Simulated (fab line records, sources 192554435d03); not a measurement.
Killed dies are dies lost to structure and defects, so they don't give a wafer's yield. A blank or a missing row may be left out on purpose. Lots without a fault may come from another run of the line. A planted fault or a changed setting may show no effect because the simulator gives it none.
Which tool did it? | flow n5_finfet | 11 lots, 33 wafers sampled, at 1 step of a route of 1938

WHAT THE GAUGES READ, wafer by wafer
N5_BEOL_M15_THK_MEAS_50: measures by xrf.
lot  | measured     | on            | M15_THK (nm)
L797 | day 12 05:23 | film_metro-01 | 852 830 848
L799 | day 13 06:59 | film_metro-02 | 853 826 846
L802 | day 13 22:26 | film_metro-02 | 847 851 907
L803 | day 13 23:26 | film_metro-02 | 863 859 856
L805 | day 14 04:36 | film_metro-02 | 852 863 855
L812 | day 16 01:03 | film_metro-02 | 846 851 846
L814 | day 16 04:46 | film_metro-02 | 911 860 851
L813 | day 16 14:18 | film_metro-01 | 899 843 913
L818 | day 17 22:02 | film_metro-01 | 869 865 905
L820 | day 17 23:45 | film_metro-02 | 829 844 825
L819 | day 18 10:04 | film_metro-02 | 857 858 837

WHICH TOOL RAN EACH LOT (tool, then ch and the chambers of the sampled wafers, then the start)
The record holds no process step before these readings.

THE ANSWER, worked out from the rows above alone
Rule: what is usual is taken from the lots themselves. Put in order of their means at a reading, lots are off if they are a third of the lots or fewer, leave a main group of 4 or more, and stand apart from it by a gap of 3 or more times the standard deviation of the main group's means; of several such gaps the widest counts. A main group whose means are all the same, to the digits that the tables above print for the reading, isn't used. A lot without any number at a reading at which 4 lots or more have one is off too. The other lots that the step has rows for count as sound.
No lot is off at any reading shown: from this, nothing can be told.

WHAT THE SIMULATOR HAD PUT IN
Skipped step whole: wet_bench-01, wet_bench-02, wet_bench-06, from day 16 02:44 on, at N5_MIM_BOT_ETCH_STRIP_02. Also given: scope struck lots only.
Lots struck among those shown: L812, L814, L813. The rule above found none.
